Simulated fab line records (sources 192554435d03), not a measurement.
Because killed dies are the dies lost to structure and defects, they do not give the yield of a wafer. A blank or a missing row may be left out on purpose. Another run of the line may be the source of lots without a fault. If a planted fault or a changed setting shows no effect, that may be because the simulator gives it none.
Split-lot trial / flow n5Finfet / on a route of 1938 steps: 7 lots, 39 wafers read

ABOUT THE SPLIT
At N5_MOL_CONTACT_COAG_SPUTTER_130 (material Co, target thk 47.5 nm), the setting powerW was moved away from the recipe's 3000 W on 12 of the 39 wafers read, by -7.0% to +11.8%. The other wafers ran this setting at the recipe's value.

Reading taken at the split's own step.

THE READING
Co_of_MOL_CONTACT_COAG_SPUTTER_130.thkNm (the simulator's own value, which no gauge read), in nm, at N5_MOL_CONTACT_COAG_SPUTTER_130 (material Co, target thk 47.5 nm). The file does not state a usual value for it. Average 47.9 nm, standard deviation 0.47 nm, over the 27 wafers here run with the recipe.

wafer=L074.1; tool, chamber at the split=pvdSputter-02, -; powerW as run, W=3000; against the recipe=recipe; Co_of_MOL_CONTACT_COAG_SPUTTER_130.thkNm, nm=47.8; against lot-mates on the recipe=-
wafer=L074.2; tool, chamber at the split=pvdSputter-02, -; powerW as run, W=3000; against the recipe=recipe; Co_of_MOL_CONTACT_COAG_SPUTTER_130.thkNm, nm=48.2; against lot-mates on the recipe=-
wafer=L074.4; tool, chamber at the split=pvdSputter-02, -; powerW as run, W=3000; against the recipe=recipe; Co_of_MOL_CONTACT_COAG_SPUTTER_130.thkNm, nm=48.2; against lot-mates on the recipe=-
wafer=L074.6; tool, chamber at the split=pvdSputter-02, -; powerW as run, W=3000; against the recipe=recipe; Co_of_MOL_CONTACT_COAG_SPUTTER_130.thkNm, nm=48.2; against lot-mates on the recipe=-
wafer=L074.3; tool, chamber at the split=pvdSputter-02, -; powerW as run, W=3000; against the recipe=recipe; Co_of_MOL_CONTACT_COAG_SPUTTER_130.thkNm, nm=48.4; against lot-mates on the recipe=-
wafer=L074.5; tool, chamber at the split=pvdSputter-02, -; powerW as run, W=3000; against the recipe=recipe; Co_of_MOL_CONTACT_COAG_SPUTTER_130.thkNm, nm=48.4; against lot-mates on the recipe=-
wafer=L076.1; tool, chamber at the split=pvdSputter-03, -; powerW as run, W=3000; against the recipe=recipe; Co_of_MOL_CONTACT_COAG_SPUTTER_130.thkNm, nm=48; against lot-mates on the recipe=-
wafer=L076.2; tool, chamber at the split=pvdSputter-03, -; powerW as run, W=3000; against the recipe=recipe; Co_of_MOL_CONTACT_COAG_SPUTTER_130.thkNm, nm=48; against lot-mates on the recipe=-
wafer=L076.6; tool, chamber at the split=pvdSputter-03, -; powerW as run, W=3000; against the recipe=recipe; Co_of_MOL_CONTACT_COAG_SPUTTER_130.thkNm, nm=48; against lot-mates on the recipe=-
wafer=L076.3; tool, chamber at the split=pvdSputter-03, -; powerW as run, W=3000; against the recipe=recipe; Co_of_MOL_CONTACT_COAG_SPUTTER_130.thkNm, nm=48.6; against lot-mates on the recipe=-
wafer=L076.4; tool, chamber at the split=pvdSputter-03, -; powerW as run, W=3000; against the recipe=recipe; Co_of_MOL_CONTACT_COAG_SPUTTER_130.thkNm, nm=48.2; against lot-mates on the recipe=-
wafer=L076.5; tool, chamber at the split=pvdSputter-03, -; powerW as run, W=3000; against the recipe=recipe; Co_of_MOL_CONTACT_COAG_SPUTTER_130.thkNm, nm=48.2; against lot-mates on the recipe=-
wafer=L077.1; tool, chamber at the split=pvdSputter-02, -; powerW as run, W=3355; against the recipe=+11.8%; Co_of_MOL_CONTACT_COAG_SPUTTER_130.thkNm, nm=52.6; against lot-mates on the recipe=+5.6
wafer=L077.2; tool, chamber at the split=pvdSputter-02, -; powerW as run, W=3355; against the recipe=+11.8%; Co_of_MOL_CONTACT_COAG_SPUTTER_130.thkNm, nm=52.6; against lot-mates on the recipe=+5.6
wafer=L077.3; tool, chamber at the split=pvdSputter-02, -; powerW as run, W=3000; against the recipe=recipe; Co_of_MOL_CONTACT_COAG_SPUTTER_130.thkNm, nm=47; against lot-mates on the recipe=-
wafer=L077.4; tool, chamber at the split=pvdSputter-02, -; powerW as run, W=3000; against the recipe=recipe; Co_of_MOL_CONTACT_COAG_SPUTTER_130.thkNm, nm=47.2; against lot-mates on the recipe=-
wafer=L077.5; tool, chamber at the split=pvdSputter-02, -; powerW as run, W=3000; against the recipe=recipe; Co_of_MOL_CONTACT_COAG_SPUTTER_130.thkNm, nm=46.8; against lot-mates on the recipe=-
wafer=L077.6; tool, chamber at the split=pvdSputter-02, -; powerW as run, W=3355; against the recipe=+11.8%; Co_of_MOL_CONTACT_COAG_SPUTTER_130.thkNm, nm=52.4; against lot-mates on the recipe=+5.4
wafer=L082.1; tool, chamber at the split=pvdSputter-03, -; powerW as run, W=3000; against the recipe=recipe; Co_of_MOL_CONTACT_COAG_SPUTTER_130.thkNm, nm=47.6; against lot-mates on the recipe=-
wafer=L082.4; tool, chamber at the split=pvdSputter-03, -; powerW as run, W=3000; against the recipe=recipe; Co_of_MOL_CONTACT_COAG_SPUTTER_130.thkNm, nm=47.4; against lot-mates on the recipe=-
wafer=L082.5; tool, chamber at the split=pvdSputter-03, -; powerW as run, W=3000; against the recipe=recipe; Co_of_MOL_CONTACT_COAG_SPUTTER_130.thkNm, nm=47; against lot-mates on the recipe=-
wafer=L091.1; tool, chamber at the split=pvdSputter-01, -; powerW as run, W=2790; against the recipe=-7.0%; Co_of_MOL_CONTACT_COAG_SPUTTER_130.thkNm, nm=44.8; against lot-mates on the recipe=-3.1
wafer=L091.2; tool, chamber at the split=pvdSputter-01, -; powerW as run, W=3000; against the recipe=recipe; Co_of_MOL_CONTACT_COAG_SPUTTER_130.thkNm, nm=48; against lot-mates on the recipe=-
wafer=L091.3; tool, chamber at the split=pvdSputter-01, -; powerW as run, W=2790; against the recipe=-7.0%; Co_of_MOL_CONTACT_COAG_SPUTTER_130.thkNm, nm=44.6; against lot-mates on the recipe=-3.3
wafer=L091.4; tool, chamber at the split=pvdSputter-01, -; powerW as run, W=3000; against the recipe=recipe; Co_of_MOL_CONTACT_COAG_SPUTTER_130.thkNm, nm=47.6; against lot-mates on the recipe=-
wafer=L091.5; tool, chamber at the split=pvdSputter-01, -; powerW as run, W=3000; against the recipe=recipe; Co_of_MOL_CONTACT_COAG_SPUTTER_130.thkNm, nm=48.2; against lot-mates on the recipe=-
wafer=L091.6; tool, chamber at the split=pvdSputter-01, -; powerW as run, W=2790; against the recipe=-7.0%; Co_of_MOL_CONTACT_COAG_SPUTTER_130.thkNm, nm=44.4; against lot-mates on the recipe=-3.5
wafer=L093.1; tool, chamber at the split=pvdSputter-01, -; powerW as run, W=3000; against the recipe=recipe; Co_of_MOL_CONTACT_COAG_SPUTTER_130.thkNm, nm=48; against lot-mates on the recipe=-
wafer=L093.2; tool, chamber at the split=pvdSputter-01, -; powerW as run, W=3000; against the recipe=recipe; Co_of_MOL_CONTACT_COAG_SPUTTER_130.thkNm, nm=48; against lot-mates on the recipe=-
wafer=L093.3; tool, chamber at the split=pvdSputter-01, -; powerW as run, W=3229; against the recipe=+7.6%; Co_of_MOL_CONTACT_COAG_SPUTTER_130.thkNm, nm=51.6; against lot-mates on the recipe=+3.5
wafer=L093.6; tool, chamber at the split=pvdSputter-01, -; powerW as run, W=3229; against the recipe=+7.6%; Co_of_MOL_CONTACT_COAG_SPUTTER_130.thkNm, nm=51.6; against lot-mates on the recipe=+3.5
wafer=L093.4; tool, chamber at the split=pvdSputter-01, -; powerW as run, W=3000; against the recipe=recipe; Co_of_MOL_CONTACT_COAG_SPUTTER_130.thkNm, nm=48.2; against lot-mates on the recipe=-
wafer=L093.5; tool, chamber at the split=pvdSputter-01, -; powerW as run, W=3229; against the recipe=+7.6%; Co_of_MOL_CONTACT_COAG_SPUTTER_130.thkNm, nm=52; against lot-mates on the recipe=+3.9
wafer=L094.1; tool, chamber at the split=pvdSputter-01, -; powerW as run, W=3209; against the recipe=+7.0%; Co_of_MOL_CONTACT_COAG_SPUTTER_130.thkNm, nm=51.8; against lot-mates on the recipe=+3.5
wafer=L094.2; tool, chamber at the split=pvdSputter-01, -; powerW as run, W=3000; against the recipe=recipe; Co_of_MOL_CONTACT_COAG_SPUTTER_130.thkNm, nm=48.2; against lot-mates on the recipe=-
wafer=L094.3; tool, chamber at the split=pvdSputter-01, -; powerW as run, W=3209; against the recipe=+7.0%; Co_of_MOL_CONTACT_COAG_SPUTTER_130.thkNm, nm=51.4; against lot-mates on the recipe=+3.1
wafer=L094.4; tool, chamber at the split=pvdSputter-01, -; powerW as run, W=3209; against the recipe=+7.0%; Co_of_MOL_CONTACT_COAG_SPUTTER_130.thkNm, nm=51.4; against lot-mates on the recipe=+3.1
wafer=L094.5; tool, chamber at the split=pvdSputter-01, -; powerW as run, W=3000; against the recipe=recipe; Co_of_MOL_CONTACT_COAG_SPUTTER_130.thkNm, nm=48.4; against lot-mates on the recipe=-
wafer=L094.6; tool, chamber at the split=pvdSputter-01, -; powerW as run, W=3000; against the recipe=recipe; Co_of_MOL_CONTACT_COAG_SPUTTER_130.thkNm, nm=48.4; against lot-mates on the recipe=-

FIT RESULTS
A straight line over all 39 wafers: Co_of_MOL_CONTACT_COAG_SPUTTER_130.thkNm changes by +0.446 nm for each +1% of powerW; r = +0.97; the points scatter about the line by 0.49 nm.
The same after taking each lot's own level away (the mean of its wafers on the recipe; 39 wafers): +0.471 nm for each +1%; r = +1.00; scatter 0.19 nm.
That fit puts the effect of the largest move of powerW on the reading at 5.6 nm.
Across the lots, their own levels run from 47.00 to 48.33 nm, a range of 2.8 times the standard deviation given above.
Consequently the slope shifts little with the lot-to-lot level, the two slopes agreeing.
Check: for one of the wafers moved furthest among these (+11.8%), held out of the fit, the line's prediction against its lot-mates is +5.56 nm. It came out at +5.6 nm against them.

ADDITIONAL SPLITS CARRIED BY THESE WAFERS
Before the reading, these wafers also passed through other splits. Each is held against what the fit with the lots' levels taken away leaves over:
other split on the same wafers=N5_SD_EPI_N_EPI_21 dopantConcCm3; wafers away from the commonest value=12; r with Co_of_MOL_CONTACT_COAG_SPUTTER_130.thkNm (lot level and that fit taken away)=-0.20

THE FILE'S OWN FIT
Co_of_MOL_CONTACT_COAG_SPUTTER_130.thkNm changes by +0.47 nm for each +1% of powerW, r = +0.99.
